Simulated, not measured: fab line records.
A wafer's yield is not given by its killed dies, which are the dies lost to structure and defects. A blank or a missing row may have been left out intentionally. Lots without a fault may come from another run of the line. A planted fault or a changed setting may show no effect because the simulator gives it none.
Chamber matching | flow n5_finfet | N5_HKMG_FIN_STRIP_92 on rie_diel-01: 4 sister chambers
The step strips SOC in N2/H2, time 20 s. 4 wafers are shown with their chamber, then 9 later ones without.

EACH WAFER AND ITS CHAMBER
wafer  | chamber | drypump_motor_current_A (A)
L081.2 | 3       | 5.4
L082.2 | 2       | 5.3
L082.4 | 0       | 6.2
L082.6 | 1       | 5.6

WAFERS WITHOUT THEIR CHAMBER
wafer  | drypump_motor_current_A (A)
L083.1 | 6.2
L083.2 | 5.3
L083.3 | 5.6
L093.1 | 5.7
L093.3 | 6.2
L093.4 | 5.4
L095.3 | 5.3
L095.4 | 5.4
L095.6 | 6.2

EACH ONE'S CHAMBER
wafer  | from the rows above | in truth
L083.1 | 0                   | 0
L083.2 | 2                   | 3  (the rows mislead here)
L083.3 | 1                   | 1
L093.1 | 1                   | 1
L093.3 | 0                   | 0
L093.4 | 3                   | 3
L095.3 | 2                   | 2
L095.4 | 3                   | 3
L095.6 | 0                   | 0
8 of 9 placed correctly. Left unplaced by these rows: 0. Placed wrongly: 1.
How it was worked out, from the rows above alone: a wafer's distance from a chamber is the root of the sum, over the readings, of the square of ((its reading less the chamber's mean) divided by the reading's scatter). The wafer belongs to the nearest chamber; if the next one is less than 2 further off, it can't be placed. Each chamber's mean is taken over the wafers shown for it. The scatter: root of mean squared gap, hidden wafer to nearest shown wafer, with one shown wafer a chamber.
